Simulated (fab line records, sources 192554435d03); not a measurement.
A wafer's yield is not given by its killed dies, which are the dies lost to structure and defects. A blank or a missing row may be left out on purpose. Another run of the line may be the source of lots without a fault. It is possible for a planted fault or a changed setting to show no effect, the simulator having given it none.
fab line records	flow n5-finfet
record: lots: 8	wafers: 24	last-day: 18
route steps=1938 shown BEOL_M4@1044
lots untouched by any fault: they come from a run of this same line in which no faults occurred
start-h: start of the lot's first displayed wafer, in hours after the record's first day	wait-h: hours from the lot's prior step to this one	" the same as in the row above	L1.1+2: several wafers, shown together as one row	- no value, or no start given	* or withheld: withheld	< > ~ a bound
route shown NAME@n: names a module that has steps shown in the file, with the first one's number in the route	usual: mean/standard deviation taken from wafers without a fault	same: alike in all rows	chamber/n: place in a boat	sites: readings site by site	_std_site: the standard deviation of these	_edge_site: mean of outer sites minus mean of inner sites	radius-mm: how far each site lies from the wafer's centre	mask NAME#n: copy n	behind: the most recent tool/chamber to have shaped the wafer	hold: reason for holding the lot/hours on hold/outcome of the hold	device: the n, p or np transistor that did not switch	end of line: at the end of the route, the tests of the same wafers	a step without rows: its recipe alone	killed: dies lost to structure and defects at the first sort, not the wafer's yield	map: per-die view of a wafer (x killed, . not killed, _ where there is no die)
set.NAME: the setting that was run; set.NAME@STEP: the one run at that earlier step	model.NAME: the simulator's own value behind a step, which no gauge read
steps of the route over a sample of lots; a table a step, a row a wafer
services: from which hour (start-h, from the record's first day; less than 0 if before it) a tool's chamber was out of use, for how many hours, and why
== steps ==
step: N5_BEOL_M4_HM_OPEN_17
recipe: chemistry: Cl2/BCl3	target-depth-a: 200	overetch-a: 60	target: TiN	mask-material: SOC	ion-energy-ev: 150	pressure-mtorr: 10	icp-w: 1000	bias-w: 126	Cl2_flow_sccm: 53.25	bcl3-flow-sccm: 21.75	Ar_flow_sccm: 25
usual: chamber-pressure-mTorr: 10.001/0.0091	drypump-motor-current-A: 5.4/0.36	oes-product-au: 0.69/0.08	throttle-valve-pct: 22.2/0.38
lot.wafer	tool	chamber	start-h	wait-h	chamber-pressure-mTorr	drypump-motor-current-A	oes-product-au	rf-hours-counter-h	throttle-valve-pct
L704.3	rie-metal-01	1	172.44	0.1	10.005	5.1	0.51	-	22.6
L704.4	"	0	"	"	10.005	5.1	0.65	-	21.6
L704.5	"	0	"	"	10.009	5.0	0.65	-	21.6
L706.1	rie-metal-01	0	182.47	0.0	10.010	5.0	0.65	43	21.6
L706.3	"	1	"	"	9.994	5.1	0.51	-	22.6
L706.6	"	0	"	"	10.025	5.0	0.65	-	21.6
L709.1	rie-metal-03	0	204.75	0.0	10.004	5.5	0.76	10	22.6
L709.3	"	1	"	"	9.985	5.3	0.63	-	22.3
L709.5	"	1	"	"	10.005	5.3	0.64	-	22.3
L711.2	rie-metal-03	0	210.15	0.0	9.999	5.6	0.75	11	22.6
L711.3	"	0	"	"	10.019	5.6	0.76	-	22.6
L711.5	"	0	"	"	9.996	5.6	0.77	-	22.5
L713.3	rie-metal-02	0	226.65	0.1	9.999	5.9	0.77	-	21.6
L713.4	"	0	"	"	9.996	6.0	0.77	-	21.6
L713.6	"	0	"	"	10.006	6.0	0.77	-	21.6
L715.2	rie-metal-01	1	241.22	0.0	10.000	5.1	0.80	3	22.3
L715.5	"	0	"	"	9.999	5.0	0.64	-	21.7
L715.6	"	1	"	"	10.001	5.1	0.81	-	22.2
L719.1	rie-metal-03	1	263.84	0.0	9.993	5.3	0.62	55	22.3
L719.3	"	1	"	"	9.996	5.3	0.62	-	22.3
L719.6	"	1	"	"	10.000	5.3	0.63	-	22.3
L725.2	rie-metal-03	0	305.85	0.0	10.006	5.5	0.72	19	22.6
L725.4	"	0	"	"	10.011	5.6	0.72	-	22.6
L725.6	"	0	"	"	10.004	5.6	0.72	-	22.6
step: N5_BEOL_M4_ETCHBACK_99
recipe: chemistry: CHF3	target: SiO2	target-depth-a: 50	time-s: 10.4	source-w: 215	bias-w: 47	Ar_flow_sccm: 200	CHF3_flow_sccm: 12	ion-energy-ev: 100	pressure-mtorr: 30
usual: CHF3_flow_sccm: 12.00/0.036	chamber-pressure-mTorr: 30.00/0.03	drypump-motor-current-A: 5.8/0.39	oes-product-au: 0.79/0.094	rf-vpp-V: 242/5.2	showerhead-plenum-p-Torr: 2.16/0.086	throttle-valve-pct: 16.99/0.18
lot.wafer	tool	chamber	start-h	wait-h	CHF3_flow_sccm	chamber-pressure-mTorr	drypump-motor-current-A	oes-product-au	rf-hours-counter-h	rf-vpp-V	showerhead-plenum-p-Torr	throttle-valve-pct
L704.3	rie-diel-03	1	176.25	2.9	11.94	29.97	5.8	0.88	28	243	2.17	16.96
L704.4	"	3	"	"	11.96	29.98	5.5	0.91	17	231	2.11	16.98
L704.5	"	1	"	"	11.99	30.00	5.7	0.87	-	246	2.17	16.95
L706.1	rie-diel-05	1	184.28	0.8	12.01	30.01	5.6	0.69	208	244	2.04	17.03
L706.3	"	2	"	"	12.01	30.01	5.1	0.89	21	238	2.31	16.73
L706.6	"	2	"	"	12.03	29.94	5.1	0.89	-	238	2.31	16.74
L709.1	rie-diel-03	0	207.20	1.5	12.03	30.00	5.8	0.69	223	247	2.22	16.81
L709.3	"	2	"	"	12.05	30.02	5.9	0.67	247	233	2.04	17.07
L709.5	"	2	"	"	12.08	30.04	5.8	0.67	-	236	2.04	17.08
L711.2	rie-diel-05	0	215.38	4.4	12.10	30.03	6.6	0.78	117	241	2.25	17.12
L711.3	"	3	"	"	12.06	30.01	5.7	0.69	228	243	2.11	17.04
L711.5	"	1	"	"	12.03	29.99	5.6	0.68	-	244	2.03	17.05
L713.3	rie-diel-05	0	238.99	11.2	11.98	30.02	6.6	0.79	127	243	2.25	17.11
L713.4	"	2	"	"	12.03	29.98	5.1	0.87	40	238	2.30	16.77
L713.6	"	0	"	"	11.99	30.00	6.6	0.79	-	244	2.25	17.12
L715.2	rie-diel-03	2	242.62	0.5	12.02	30.02	5.9	0.97	3	237	2.30	16.68
L715.5	"	3	"	"	12.02	30.00	5.5	0.88	-	230	2.10	17.03
L715.6	"	0	"	"	12.07	29.99	5.8	0.68	-	245	2.21	16.82
L719.1	rie-diel-03	3	269.01	3.9	12.05	30.00	5.5	0.88	45	230	2.10	17.06
L719.3	"	1	"	"	11.98	29.99	5.8	0.81	67	244	2.16	17.03
L719.6	"	3	"	"	12.04	29.97	5.5	0.88	-	230	2.10	17.04
L725.2	rie-diel-04	0	330.75	23.9	12.03	30.02	6.4	0.88	39	234	2.20	17.38
L725.4	"	2	"	"	12.02	30.04	5.5	0.68	237	248	2.03	17.13
L725.6	"	2	"	"	12.01	29.96	5.5	0.68	-	247	2.03	17.14
step: N5_BEOL_M4_ETCH_70
recipe: chemistry: N2/H2	target: SOC	target-depth-a: 800	overetch-a: 240	mask-material: SiARC	temp-c: 40	time-s: 130	ion-energy-ev: 200	pressure-mtorr: 30	source-w: 840	bias-w: 150	n2-flow-sccm: 200	h2-flow-sccm: 200
usual: bias-w: 150.0/0.46	chamber-pressure-mTorr: 30.000/0.028	drypump-motor-current-A: 5.8/0.39	n2-flow-sccm: 200.1/0.6	oes-product-au: 0.58/0.065	rf-vpp-V: 524.1/2.8	showerhead-plenum-p-Torr: 2.55/0.1	throttle-valve-pct: 17.74/0.22
lot.wafer	tool	chamber	start-h	wait-h	bias-w	chamber-pressure-mTorr	drypump-motor-current-A	n2-flow-sccm	oes-product-au	rf-hours-counter-h	rf-vpp-V	showerhead-plenum-p-Torr	throttle-valve-pct
L704.3	rie-diel-03	1	176.29	0.0	149.5	30.038	5.8	199.7	0.64	28	525.1	2.61	17.99
L704.4	"	3	"	"	150.8	30.040	5.5	200.1	0.68	17	523.1	2.47	17.60
L704.5	"	1	"	"	149.1	30.025	5.8	200.3	0.65	-	525.2	2.61	18.00
L706.1	rie-diel-05	1	184.32	0.0	150.5	29.974	5.6	199.1	0.52	208	519.7	2.41	17.76
L706.3	"	2	"	"	150.0	30.036	5.1	200.2	0.67	21	528.8	2.72	17.51
L706.6	"	2	"	"	149.8	30.001	5.1	199.9	0.66	-	527.5	2.72	17.52
L709.1	rie-diel-03	0	207.23	0.0	149.9	29.976	5.8	200.0	0.52	223	526.7	2.61	17.41
L709.3	"	2	"	"	150.3	30.025	5.9	199.2	0.51	247	518.8	2.39	17.61
L709.5	"	2	"	"	150.2	30.034	5.8	199.4	0.51	-	519.1	2.39	17.61
L711.2	rie-diel-05	0	215.42	0.0	203.8	29.994	6.6	200.5	0.58	117	638.6	2.67	17.93
L711.3	"	3	"	"	149.9	30.021	5.7	200.2	0.51	228	523.5	2.51	17.74
L711.5	"	1	"	"	150.8	29.973	5.6	200.0	0.51	-	519.6	2.41	17.80
L713.3	rie-diel-05	0	239.03	0.0	202.9	29.988	6.6	199.9	0.58	127	638.5	2.67	17.95
L713.4	"	2	"	"	150.4	30.026	5.1	199.2	0.64	40	527.5	2.72	17.57
L713.6	"	0	"	"	203.0	29.983	6.6	200.8	0.59	-	639.0	2.67	17.94
L715.2	rie-diel-03	2	242.66	0.0	150.2	29.981	5.9	200.3	0.72	3	529.0	2.70	17.25
L715.5	"	3	"	"	150.8	30.024	5.5	201.1	0.65	-	522.5	2.46	17.64
L715.6	"	0	"	"	150.2	30.045	5.8	200.6	0.51	-	525.7	2.60	17.46
L719.1	rie-diel-03	3	269.05	0.0	150.9	29.977	5.5	201.0	0.64	45	521.7	2.46	17.65
L719.3	"	1	"	"	149.5	30.001	5.8	199.2	0.60	67	524.5	2.59	18.06
L719.6	"	3	"	"	149.4	30.003	5.5	200.6	0.64	-	524.1	2.46	17.65
L725.2	rie-diel-04	0	330.79	0.0	150.0	30.011	6.4	199.9	0.64	39	525.6	2.57	18.03
L725.4	"	2	"	"	150.0	29.986	5.5	200.4	0.51	237	519.8	2.41	17.93
L725.6	"	2	"	"	149.9	30.033	5.5	200.3	0.51	-	521.5	2.41	17.94
step: N5_BEOL_M4_ETCH_41
recipe: chemistry: CH3F/O2	target: SiCN	target-depth-a: 299	taper-deg: 2	time-s: 52.5	ion-energy-ev: 120	mask-material: TiN	pressure-mtorr: 30	source-w: 395	bias-w: 75	Ar_flow_sccm: 150	CH3F_flow_sccm: 30	O2_flow_sccm: 20
usual: bias-w: 74.96/0.21	chamber-pressure-mTorr: 30.00/0.038	drypump-motor-current-A: 5.8/0.39	oes-product-au: 0.79/0.093	rf-vpp-V: 297.3/1.8	showerhead-plenum-p-Torr: 2.01/0.08	throttle-valve-pct: 16.25/0.19
lot.wafer	tool	chamber	start-h	wait-h	bias-w	chamber-pressure-mTorr	drypump-motor-current-A	oes-product-au	rf-hours-counter-h	rf-vpp-V	showerhead-plenum-p-Torr	throttle-valve-pct
L704.3	rie-diel-03	1	-	-	75.09	29.99	5.8	0.87	28	297.5	2.02	16.20
L704.4	"	3	"	"	75.16	29.99	5.5	0.91	17	295.8	1.96	16.24
L704.5	"	1	"	"	74.90	29.96	5.8	0.86	-	299.8	2.02	16.19
L706.1	rie-diel-05	1	-	-	75.31	29.94	5.6	0.70	208	296.8	1.89	16.32
L706.3	"	2	"	"	74.90	29.66	5.1	0.89	21	299.3	2.14	15.94
L706.6	"	2	"	"	74.89	29.96	5.1	0.91	-	300.1	2.14	15.92
L709.1	rie-diel-03	0	-	-	75.23	29.99	5.8	0.69	223	298.7	2.06	16.07
L709.3	"	2	"	"	75.02	30.05	5.8	0.68	247	294.2	1.89	16.33
L709.5	"	2	"	"	75.04	29.98	5.8	0.67	-	295.0	1.89	16.32
L711.2	rie-diel-05	0	-	-	74.96	30.01	6.6	0.79	117	299.5	2.09	16.36
L711.3	"	3	"	"	75.24	29.97	5.7	0.69	228	296.7	1.97	16.32
L711.5	"	1	"	"	75.13	30.02	5.6	0.69	-	294.3	1.89	16.34
L713.3	rie-diel-05	0	-	-	75.14	30.01	6.6	0.79	127	299.6	2.09	16.38
L713.4	"	2	"	"	75.39	30.01	5.1	0.87	40	300.1	2.13	15.97
L713.6	"	0	"	"	74.82	29.97	6.6	0.78	-	300.7	2.09	16.38
L715.2	rie-diel-03	2	-	-	74.46	29.99	5.9	0.96	3	299.7	2.14	15.90
L715.5	"	3	"	"	75.08	30.01	5.5	0.88	-	295.9	1.96	16.29
L715.6	"	0	"	"	74.93	30.01	5.8	0.68	-	297.5	2.05	16.09
L719.1	rie-diel-03	3	-	-	75.20	29.97	5.5	0.86	46	296.6	1.95	16.30
L719.3	"	1	"	"	74.87	30.01	5.7	0.80	67	297.2	2.01	16.27
L719.6	"	3	"	"	75.24	29.99	5.5	0.86	-	295.8	1.95	16.31
L725.2	rie-diel-04	0	-	-	74.56	30.03	6.4	0.88	39	298.0	2.05	16.60
L725.4	"	2	"	"	74.97	29.97	5.5	0.69	237	296.7	1.89	16.39
L725.6	"	2	"	"	74.67	29.99	5.5	0.67	-	295.5	1.89	16.39
step: N5_BEOL_M4_RC_MEAS_101
usual: DIBL_N: 36.5/1.8	DIBL_P: 36.5/2.1	IOFF_N: 0.17/0.031	IOFF_P: 0.22/0.036	ION_N: 677/11	ION_P: 463/8	SS_N: 71.6/0.61	SS_P: 73.3/0.63	VT_N: 249/3.1	VT_P: -250/3.3
lot.wafer	tool	chamber	start-h	wait-h	DIBL_N[mV/V]	DIBL_P[mV/V]	IOFF_N[nA/um]	IOFF_P[nA/um]	ION_N[uA/um]	ION_P[uA/um]	SS_N[mV/dec]	SS_P[mV/dec]	VT_N[mV]	VT_P[mV]
L704.3	prober-01	0	180.90	0.3	34.9	36.3	0.16	0.17	684	455	71.6	73.8	249	-252
L704.4	"	0	"	"	37.1	39.6	0.19	0.23	679	464	71.9	74.0	246	-251
L704.5	"	0	"	"	34.9	36.8	0.16	0.18	673	457	71.8	72.7	249	-255
L706.1	prober-01	0	189.47	0.0	37.0	36.2	0.16	0.20	671	458	71.6	73.5	247	-251
L706.3	"	0	"	"	38.6	39.5	0.19	0.25	691	474	71.3	74.3	247	-247
L706.6	"	0	"	"	36.6	36.2	0.15	0.20	676	469	70.8	73.4	249	-248
L709.1	prober-01	0	211.96	0.0	36.8	35.8	0.16	0.21	675	460	71.4	73.3	248	-249
L709.3	"	0	"	"	33.8	32.8	0.12	0.16	673	459	71.0	72.4	251	-254
L709.5	"	0	"	"	35.6	34.7	0.15	0.19	670	461	71.0	72.5	249	-248
L711.2	prober-01	0	219.91	0.2	35.8	36.4	0.17	0.23	672	466	71.5	73.6	248	-248
L711.3	"	0	"	"	34.3	34.1	0.15	0.21	671	465	70.8	72.8	246	-248
L711.5	"	0	"	"	36.0	36.2	0.17	0.24	672	467	71.8	74.1	248	-245
L713.3	prober-02	0	243.60	0.3	35.7	35.2	0.16	0.19	669	458	71.8	72.9	249	-252
L713.4	"	0	"	"	35.7	35.7	0.16	0.20	676	461	71.6	73.1	248	-251
L713.6	"	0	"	"	38.2	37.1	0.19	0.22	681	461	71.7	73.4	249	-252
L715.2	prober-02	0	247.60	0.2	38.1	37.8	0.17	0.20	675	452	72.2	73.4	251	-251
L715.5	"	0	"	"	38.4	38.9	0.19	0.23	684	464	72.9	74.0	248	-251
L715.6	"	0	"	"	34.5	34.7	0.12	0.16	672	462	71.4	73.6	252	-255
L719.1	prober-01	0	274.17	0.0	33.8	31.6	0.12	0.16	667	455	70.6	71.7	252	-252
L719.3	"	0	"	"	37.1	35.1	0.19	0.22	681	460	71.2	73.0	245	-246
L719.6	"	0	"	"	35.9	33.6	0.17	0.19	668	455	71.5	73.0	247	-251
L725.2	prober-01	0	335.20	0.2	37.0	35.4	0.15	0.20	662	456	72.7	72.6	253	-251
L725.4	"	0	"	"	40.1	39.8	0.20	0.28	673	465	72.6	74.4	251	-245
L725.6	"	0	"	"	38.5	38.1	0.18	0.25	667	461	71.9	73.8	248	-247
== services ==
tool	chamber	start-h	hours	kind
rie-diel-05	0	166.50	3.8	repair
rie-diel-05	3	168.28	4.5	repair
rie-diel-03	3	197.84	8.7	repair
rie-diel-03	3	214.28	5.1	repair
rie-diel-03	2	219.44	-	clean
rie-diel-03	2	219.44	-	consumable-replace:focus-ring
rie-diel-03	2	219.44	-	consumable-replace:showerhead
rie-diel-03	2	219.44	15.1	scheduled-down
rie-diel-03	2	219.44	15.1	vent-cycle
rie-metal-02	-	232.71	14.6	pm
rie-diel-03	3	248.74	6.3	repair
rie-diel-04	3	251.44	4.5	repair
rie-metal-03	0	255.47	17.8	repair
rie-diel-05	3	256.33	3.1	repair
rie-diel-03	2	262.22	1.6	repair
rie-metal-02	1	266.73	10.1	repair
rie-diel-03	0	267.43	-	clean
rie-diel-04	1	270.31	3.5	repair
rie-diel-03	2	283.29	16.3	repair
rie-metal-03	1	287.20	1.0	repair
rie-metal-03	-	290.47	4.0	pm
rie-diel-05	2	309.40	3.4	repair
rie-metal-03	0	318.23	5.4	repair
rie-diel-05	3	320.86	5.4	repair
== key ==
first-sign: step: N5_BEOL_M4_ETCH_70	reading: bias-w	direction: up	sigmas: 99+	usual: *	struck: *
effect: step: N5_BEOL_M4_ETCH_70	reading: rf-vpp-V	direction: up	sigmas: 41	usual: 524.1	struck: 638.7
met-at N5_BEOL_M4_ETCH_70
struck-lots L711,L713
struck-wafers L711.2,L713.3,L713.6
not-acting-at N5_BEOL_M4_HM_OPEN_17,N5_BEOL_M4_ETCHBACK_99,N5_BEOL_M4_ETCH_41
fault: kind: process-parameter-drift	tool: rie-diel-05	chamber: 0	onset-h: 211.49	steps: N5_BEOL_M4_ETCH_70	channel: bias-w	offset: *	shape: step	end-h: 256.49	acts-in: *	stated: *
